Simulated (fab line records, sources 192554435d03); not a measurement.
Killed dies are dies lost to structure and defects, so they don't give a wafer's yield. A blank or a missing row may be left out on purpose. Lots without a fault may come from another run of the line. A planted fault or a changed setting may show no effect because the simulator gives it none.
Which tool did it? | flow n5_finfet | 24 lots, 72 wafers sampled, at 6 steps of a route of 1938

WHAT THE GAUGES READ, wafer by wafer
N5_BEOL_M3_OCD_MEAS_38. Usual: trench_depth_nm 55.1 nm, standard deviation 1.2.
lot  | measured     | on     | trench_depth_nm (nm) | flag
L074 | day 7 20:23  | ocd-01 | 55.3 56.2 56.9       |
L075 | day 8 01:31  | ocd-01 | 55.2 55.0 54.7       |
L076 | day 8 01:34  | ocd-02 | 55.4 54.7 56.7       |
L077 | day 8 04:48  | ocd-02 | 54.2 55.0 55.8       |
L078 | day 8 04:59  | ocd-01 | 54.3 56.1 54.0       |
L079 | day 8 15:28  | ocd-01 | 55.0 54.1 55.4       |
L080 | day 10 05:19 | ocd-02 | 55.1 56.5 55.1       |
L083 | day 9 18:23  | ocd-02 | 53.5 56.4 55.4       |
L081 | day 9 20:25  | ocd-01 | 55.4 54.8 55.5       |
L082 | day 10 02:43 | ocd-02 | 55.8 53.2 54.4       |
L084 | day 10 09:56 | ocd-01 | 55.3 55.1 53.4       |
L085 | day 10 11:20 | ocd-01 | 55.7 55.5 55.6       |
L086 | day 10 18:27 | ocd-01 | 57.6 54.8 57.0       |
L087 | day 11 08:59 | ocd-02 | 54.9 56.2 52.8       |
L090 | day 11 01:23 | ocd-01 | 56.5 55.4 55.3       |
L088 | day 11 15:13 | ocd-01 | 56.5 53.7 55.7       |
L089 | day 11 18:28 | ocd-01 | 54.6 55.5 56.6       |
L091 | day 11 10:30 | ocd-02 | 53.3 56.2 53.9       |
L092 | day 12 14:32 | ocd-02 | 52.1 56.0 55.0       |
L093 | day 13 21:53 | ocd-02 | 56.5 55.5 53.0       |
L094 | day 13 21:26 | ocd-02 | 55.3 52.4 54.3       |
L095 | day 14 00:55 | ocd-01 | 54.1 53.0 54.5       |
L097 | day 14 02:21 | ocd-01 | 52.8 55.0 52.4       |
L096 | day 14 03:46 | ocd-02 | 52.3 56.1 55.3       |

N5_BEOL_M4_CD_MEAS_11: target cd 16.79 nm. Usual: cd_nm 16.81 nm, standard deviation 0.25.
lot  | measured     | on        | cd_nm (nm)        | flag
L074 | day 8 02:08  | cd_sem-02 | 16.65 16.50 16.37 |
L075 | day 8 08:05  | cd_sem-01 | 17.18 16.98 16.64 |
L076 | day 8 08:28  | cd_sem-03 | 17.11 17.05 16.98 |
L077 | day 8 10:56  | cd_sem-02 | 16.53 16.74 16.95 |
L078 | day 8 11:16  | cd_sem-03 | 16.87 16.69 16.83 |
L079 | day 8 23:27  | cd_sem-01 | 16.92 16.74 17.03 |
L080 | day 10 10:46 | cd_sem-03 | 17.08 16.76 16.40 |
L083 | day 10 00:56 | cd_sem-02 | 16.39 16.61 16.36 |
L081 | day 10 02:49 | cd_sem-02 | 16.76 16.36 17.06 |
L082 | day 10 09:08 | cd_sem-01 | 17.01 16.85 16.79 |
L084 | day 10 16:04 | cd_sem-03 | 16.64 16.79 16.64 |
L085 | day 10 19:06 | cd_sem-03 | 16.69 17.03 16.88 |
L086 | day 11 04:54 | cd_sem-01 | 16.90 16.65 16.87 |
L087 | day 11 15:43 | cd_sem-01 | 17.13 17.13 17.06 |
L090 | day 11 08:37 | cd_sem-01 | 17.12 16.79 16.79 |
L088 | day 11 22:39 | cd_sem-01 | 17.13 16.77 16.95 |
L089 | day 11 23:49 | cd_sem-01 | 16.80 16.52 16.84 |
L091 | day 11 16:30 | cd_sem-01 | 16.64 16.98 16.85 |
L092 | day 12 18:56 | cd_sem-03 | 16.76 16.97 16.75 |
L093 | day 14 04:43 | cd_sem-01 | 16.71 17.01 17.02 |
L094 | day 14 01:57 | cd_sem-01 | 16.31 16.29 16.47 |
L095 | day 14 07:13 | cd_sem-03 | 17.26 16.95 16.84 |
L097 | day 14 07:39 | cd_sem-01 | 16.98 16.85 16.62 |
L096 | day 14 10:49 | cd_sem-02 | 16.35 16.31 16.26 |

WHICH TOOL RAN EACH LOT (tool, then ch and the chambers of the sampled wafers, then the start)
lot  | N5_BEOL_M3_ETCH_69                 | N5_BEOL_M3_ETCH_70                 | N5_BEOL_M3_ANNEAL_49         | N5_BEOL_M3_ANNEAL_51
L074 | rie_diel-02 ch 0,2, day 7 18:20    | rie_diel-06 ch 0,1,3, day 7 20:02  | pvd_sputter-02, day 7 21:43  | rtp_anneal-01 ch 0, day 7 23:35
L075 | rie_diel-02 ch 0,2,3, day 7 22:26  | rie_diel-02 ch 0,3, day 8 01:10    | pvd_sputter-03, day 8 02:50  | rtp_anneal-02 ch 0, day 8 04:46
L076 | rie_diel-06 ch 1,3, day 7 22:40    | rie_diel-06 ch 1,2,3, day 8 01:12  | pvd_sputter-01, day 8 04:25  | rtp_anneal-01 ch 0, day 8 06:23
L077 | rie_diel-02 ch 1,2, day 8 01:02    | rie_diel-05 ch 1,2,3, day 8 04:27  | pvd_sputter-03, day 8 05:45  | rtp_anneal-01 ch 0, day 8 07:40
L078 | rie_diel-02 ch 0,3, day 8 03:10    | rie_diel-06 ch 1,3, day 8 04:38    | pvd_sputter-01, day 8 06:23  | rtp_anneal-02 ch 0, day 8 08:20
L079 | rie_diel-06 ch 0,1,3, day 8 07:22  | rie_diel-05 ch 1,2,3, day 8 15:07  | pvd_sputter-01, day 8 18:32  | rtp_anneal-01 ch 0, day 8 20:25
L080 | rie_diel-02 ch 0,1,3, day 9 04:11  | rie_diel-06 ch 0,1,2, day 10 04:58 | pvd_sputter-01, day 10 06:45 | rtp_anneal-02 ch 0, day 10 08:43
L083 | rie_diel-05 ch 2,3, day 9 10:36    | rie_diel-02 ch 0,1,2, day 9 18:02  | pvd_sputter-01, day 9 20:17  | rtp_anneal-01 ch 0, day 9 22:11
L081 | rie_diel-02 ch 2,3, day 9 10:59    | rie_diel-05 ch 2,3, day 9 20:04    | pvd_sputter-02, day 9 22:04  | rtp_anneal-01 ch 0, day 10 00:13
L082 | rie_diel-02 ch 0,2,3, day 9 13:13  | rie_diel-02 ch 0,1,3, day 10 02:22 | pvd_sputter-01, day 10 04:21 | rtp_anneal-02 ch 0, day 10 06:16
L084 | rie_diel-02 ch 2,3, day 10 07:59   | rie_diel-05 ch 1,2, day 10 09:34   | pvd_sputter-03, day 10 11:54 | rtp_anneal-02 ch 0, day 10 13:55
L085 | rie_diel-05 ch 0,2, day 10 10:17   | rie_diel-02 ch 0,3, day 10 10:59   | pvd_sputter-02, day 10 13:47 | rtp_anneal-02 ch 0, day 10 15:39
L086 | rie_diel-05 ch 0,2,3, day 10 15:55 | rie_diel-06 ch 0,1,3, day 10 18:05 | pvd_sputter-01, day 10 19:48 | rtp_anneal-01 ch 0, day 11 01:53
L087 | rie_diel-05 ch 1,2,3, day 10 20:44 | rie_diel-05 ch 0,1,3, day 11 08:38 | pvd_sputter-02, day 11 10:13 | rtp_anneal-01 ch 0, day 11 12:08
L090 | rie_diel-06 ch 0,1,2, day 10 21:35 | rie_diel-02 ch 0,2,3, day 11 01:01 | pvd_sputter-02, day 11 02:32 | rtp_anneal-02 ch 0, day 11 04:30
L088 | rie_diel-05 ch 1,2,3, day 11 03:11 | rie_diel-02 ch 0,2,3, day 11 14:51 | pvd_sputter-01, day 11 16:56 | rtp_anneal-02 ch 0, day 11 18:49
L089 | rie_diel-05 ch 0,1,2, day 11 03:23 | rie_diel-06 ch 0,1,2, day 11 18:07 | pvd_sputter-03, day 11 19:40 | rtp_anneal-02 ch 0, day 11 21:39
L091 | rie_diel-02 ch 1,2, day 11 03:49   | rie_diel-02 ch 1,2, day 11 10:08   | pvd_sputter-02, day 11 12:22 | rtp_anneal-02 ch 0, day 11 14:17
L092 | rie_diel-02 ch 1,2,3, day 12 00:14 | rie_diel-02 ch 0,1,2, day 12 14:11 | pvd_sputter-01, day 12 15:33 | rtp_anneal-02 ch 0, day 12 17:26
L093 | rie_diel-02 ch 0,1,2, day 13 05:06 | rie_diel-05 ch 0,1,2, day 13 21:32 | pvd_sputter-03, day 14 00:37 | rtp_anneal-02 ch 0, day 14 02:32
L094 | rie_diel-02 ch 0,1,2, day 13 10:48 | rie_diel-02 ch 0,1,3, day 13 21:05 | pvd_sputter-01, day 13 22:29 | rtp_anneal-01 ch 0, day 14 00:24
L095 | rie_diel-02 ch 1,2, day 13 11:06   | rie_diel-02 ch 1,3, day 14 00:33   | pvd_sputter-01, day 14 02:11 | rtp_anneal-02 ch 0, day 14 04:29
L097 | rie_diel-02 ch 0,1, day 13 12:34   | rie_diel-05 ch 0,1, day 14 02:00   | pvd_sputter-02, day 14 03:45 | rtp_anneal-02 ch 0, day 14 05:41
L096 | rie_diel-06 ch 0,1,3, day 13 23:53 | rie_diel-05 ch 1,2,3, day 14 03:24 | pvd_sputter-03, day 14 06:31 | rtp_anneal-02 ch 0, day 14 08:44
- N5_BEOL_M3_ETCH_69: etches SiARC in CF4, target depth 15.6 nm, time 26 s.
- N5_BEOL_M3_ETCH_70: etches SOC in N2/H2, target depth 80 nm, overetch 16 nm, time 120 s.
- N5_BEOL_M3_ANNEAL_49: time 240 s.
- N5_BEOL_M3_ANNEAL_51: time 90 s.

WHAT THE TOOLS THEMSELVES READ (means of the sampled wafers that have a number; where no wafer has one, the mark that the record gives instead)
N5_BEOL_M3_ETCH_69. Usual: drypump_motor_current_A 6.1 A, standard deviation 0.45; etch_rf_on_time_s 26.2 s, standard deviation 0.78; oes_product_au 0.63 a.u., standard deviation 0.051; rf_vpp_V 183.9 V, standard deviation 1.1; showerhead_plenum_p_Torr 2.12 Torr, standard deviation 0.061; throttle_valve_pct 15.70 %, standard deviation 0.18.
lot  | tool        | drypump_motor_current_A (A) | etch_rf_on_time_s (s) | oes_product_au (a.u.) | rf_vpp_V (V) | showerhead_plenum_p_Torr (Torr) | throttle_valve_pct (%) | flag
L074 | rie_diel-02 | 6.1                         | 25.6                  | 0.62                  | 183.6        | 2.12                            | 15.75                  |
L075 | rie_diel-02 | 6.3                         | 25.9                  | 0.64                  | 184.1        | 2.10                            | 15.73                  |
L076 | rie_diel-06 | 5.7                         | 26.4                  | 0.64                  | 183.3        | 2.12                            | 15.50                  |
L077 | rie_diel-02 | 5.8                         | 26.0                  | 0.60                  | 183.5        | 2.15                            | 15.71                  |
L078 | rie_diel-02 | 6.5                         | 26.0                  | 0.66                  | 183.7        | 2.08                            | 15.72                  |
L079 | rie_diel-06 | 5.9                         | 25.9                  | 0.68                  | 183.8        | 2.16                            | 15.50                  |
L080 | rie_diel-02 | 6.3                         | 26.6                  | 0.63                  | 184.5        | 2.13                            | 15.70                  |
L083 | rie_diel-05 | 6.2                         | 26.1                  | 0.60                  | 184.1        | 2.13                            | 15.72                  |
L081 | rie_diel-02 | 6.1                         | 25.6                  | 0.62                  | 182.9        | 2.09                            | 15.74                  |
L082 | rie_diel-02 | 6.3                         | 26.0                  | 0.63                  | 184.2        | 2.10                            | 15.77                  |
L084 | rie_diel-02 | 6.1                         | 25.6                  | 0.62                  | 184.0        | 2.09                            | 15.75                  |
L085 | rie_diel-05 | 6.2                         | 25.9                  | 0.71                  | 184.1        | 2.17                            | 15.37                  |
L086 | rie_diel-05 | 6.0                         | 25.7                  | 0.66                  | 184.4        | 2.15                            | 15.57                  |
L087 | rie_diel-05 | 5.9                         | 26.5                  | 0.60                  | 183.0        | 2.10                            | 15.82                  |
L090 | rie_diel-06 | 6.3                         | 25.9                  | 0.66                  | 183.5        | 2.10                            | 15.57                  |
L088 | rie_diel-05 | 5.9                         | 26.4                  | 0.60                  | 183.2        | 2.10                            | 15.82                  |
L089 | rie_diel-05 | 6.2                         | 26.6                  | 0.64                  | 183.6        | 2.12                            | 15.63                  |
L091 | rie_diel-02 | 5.8                         | 25.9                  | 0.59                  | 183.8        | 2.14                            | 15.74                  |
L092 | rie_diel-02 | 6.0                         | 26.4                  | 0.61                  | 184.2        | 2.12                            | 15.74                  |
L093 | rie_diel-02 | 6.0                         | 26.5                  | 0.59                  | 184.0        | 2.14                            | 15.79                  |
L094 | rie_diel-02 | 6.0                         | 26.0                  | 0.59                  | 184.4        | 2.14                            | 15.80                  |
L095 | rie_diel-02 | 5.7                         | 26.8                  | 0.58                  | 184.8        | 2.17                            | 15.73                  |
L097 | rie_diel-02 | 6.0                         | 26.7                  | 0.59                  | 183.6        | 2.17                            | 15.76                  |
L096 | rie_diel-06 | 5.9                         | 25.6                  | 0.65                  | 183.8        | 2.15                            | 15.57                  |

N5_BEOL_M3_ETCH_70. Usual: drypump_motor_current_A 6.1 A, standard deviation 0.5; oes_product_au 0.58 a.u., standard deviation 0.054; rf_vpp_V 523.3 V, standard deviation 2.3; showerhead_plenum_p_Torr 2.52 Torr, standard deviation 0.072; throttle_valve_pct 17.90 %, standard deviation 0.24.
lot  | tool        | drypump_motor_current_A (A) | oes_product_au (a.u.) | rf_vpp_V (V) | showerhead_plenum_p_Torr (Torr) | throttle_valve_pct (%) | flag
L074 | rie_diel-06 | 6.0                         | 0.61                  | 523.9        | 2.56                            | 17.72                  |
L075 | rie_diel-02 | 6.5                         | 0.58                  | 523.1        | 2.52                            | 18.10                  |
L076 | rie_diel-06 | 6.0                         | 0.56                  | 522.7        | 2.50                            | 17.86                  |
L077 | rie_diel-05 | 5.9                         | 0.56                  | 522.7        | 2.49                            | 17.94                  |
L078 | rie_diel-06 | 5.7                         | 0.57                  | 523.5        | 2.52                            | 17.73                  |
L079 | rie_diel-05 | 5.9                         | 0.55                  | 521.7        | 2.49                            | 17.96                  |
L080 | rie_diel-06 | 6.3                         | 0.60                  | 521.8        | 2.48                            | 17.77                  |
L083 | rie_diel-02 | 6.0                         | 0.55                  | 524.0        | 2.57                            | 17.97                  |
L081 | rie_diel-05 | 5.7                         | 0.55                  | 523.8        | 2.51                            | 17.85                  |
L082 | rie_diel-02 | 6.3                         | 0.57                  | 523.9        | 2.54                            | 18.05                  |
L084 | rie_diel-05 | 6.4                         | 0.54                  | 521.6        | 2.49                            | 17.97                  |
L085 | rie_diel-02 | 6.5                         | 0.57                  | 523.6        | 2.51                            | 18.13                  |
L086 | rie_diel-06 | 5.9                         | 0.60                  | 523.8        | 2.55                            | 17.76                  |
L087 | rie_diel-05 | 5.6                         | 0.59                  | 522.5        | 2.51                            | 17.82                  |
L090 | rie_diel-02 | 6.3                         | 0.55                  | 523.7        | 2.50                            | 18.07                  |
L088 | rie_diel-02 | 6.3                         | 0.55                  | 521.7        | 2.50                            | 18.07                  |
L089 | rie_diel-06 | 6.3                         | 0.59                  | 521.3        | 2.48                            | 17.78                  |
L091 | rie_diel-02 | 5.7                         | 0.53                  | 525.1        | 2.59                            | 17.93                  |
L092 | rie_diel-02 | 6.1                         | 0.53                  | 524.6        | 2.56                            | 18.01                  |
L093 | rie_diel-05 | 6.2                         | 0.63                  | 522.7        | 2.50                            | 17.71                  |
L094 | rie_diel-02 | 6.3                         | 0.55                  | 523.4        | 2.53                            | 18.09                  |
L095 | rie_diel-02 | 6.2                         | 0.56                  | 523.2        | 2.50                            | 18.09                  |
L097 | rie_diel-05 | 5.8                         | 0.57                  | 521.7        | 2.47                            | 17.97                  |
L096 | rie_diel-05 | 5.9                         | 0.59                  | 521.3        | 2.47                            | 17.88                  |

N5_BEOL_M3_ANNEAL_49. Usual: heater_power_w 848 W, standard deviation 58.
lot  | tool           | heater_power_w (W) | flag
L074 | pvd_sputter-02 | 825                |
L075 | pvd_sputter-03 | 821                |
L076 | pvd_sputter-01 | 813                |
L077 | pvd_sputter-03 | 855                |
L078 | pvd_sputter-01 | 824                |
L079 | pvd_sputter-01 | 842                |
L080 | pvd_sputter-01 | 826                |
L083 | pvd_sputter-01 | 856                |
L081 | pvd_sputter-02 | 886                |
L082 | pvd_sputter-01 | 859                |
L084 | pvd_sputter-03 | 874                |
L085 | pvd_sputter-02 | 819                |
L086 | pvd_sputter-01 | 840                |
L087 | pvd_sputter-02 | 820                |
L090 | pvd_sputter-02 | 901                |
L088 | pvd_sputter-01 | 835                |
L089 | pvd_sputter-03 | 823                |
L091 | pvd_sputter-02 | 874                |
L092 | pvd_sputter-01 | 828                |
L093 | pvd_sputter-03 | 850                |
L094 | pvd_sputter-01 | 836                |
L095 | pvd_sputter-01 | 833                |
L097 | pvd_sputter-02 | 898                |
L096 | pvd_sputter-03 | 844                |

N5_BEOL_M3_ANNEAL_51. Usual: wafer_temp_C_max 226.1, standard deviation 0.38.
lot  | tool          | wafer_temp_C_max | flag
L074 | rtp_anneal-01 | 225.7            |
L075 | rtp_anneal-02 | 225.8            |
L076 | rtp_anneal-01 | 225.9            |
L077 | rtp_anneal-01 | 225.6            |
L078 | rtp_anneal-02 | 226.2            |
L079 | rtp_anneal-01 | 225.9            |
L080 | rtp_anneal-02 | 226.7            |
L083 | rtp_anneal-01 | 225.8            |
L081 | rtp_anneal-01 | 225.9            |
L082 | rtp_anneal-02 | 226.3            |
L084 | rtp_anneal-02 | 226.5            |
L085 | rtp_anneal-02 | 226.3            |
L086 | rtp_anneal-01 | 225.7            |
L087 | rtp_anneal-01 | 226.0            |
L090 | rtp_anneal-02 | 226.2            |
L088 | rtp_anneal-02 | 226.4            |
L089 | rtp_anneal-02 | 226.5            |
L091 | rtp_anneal-02 | 226.5            |
L092 | rtp_anneal-02 | 226.1            |
L093 | rtp_anneal-02 | 226.5            |
L094 | rtp_anneal-01 | 225.8            |
L095 | rtp_anneal-02 | 226.3            |
L097 | rtp_anneal-02 | 226.5            |
L096 | rtp_anneal-02 | 226.1            |

THE ANSWER, worked out from the rows above alone
Rule: a lot is off if the mean of its wafers that have a number lies more than 3 standard deviations from the usual mean. A lot without any number at a reading at which 4 lots or more have one is off too. The other lots that the step has rows for count as sound. The gauges are gone through in route order, then the tools' own readings, and for those a lot's mean is taken as printed above. The first step at which some lot is off is used, and at that step the reading that is off furthest; a lot without a number counts as furthest.
No lot is off at any reading shown: from this, nothing can be told.

WHAT THE SIMULATOR HAD PUT IN
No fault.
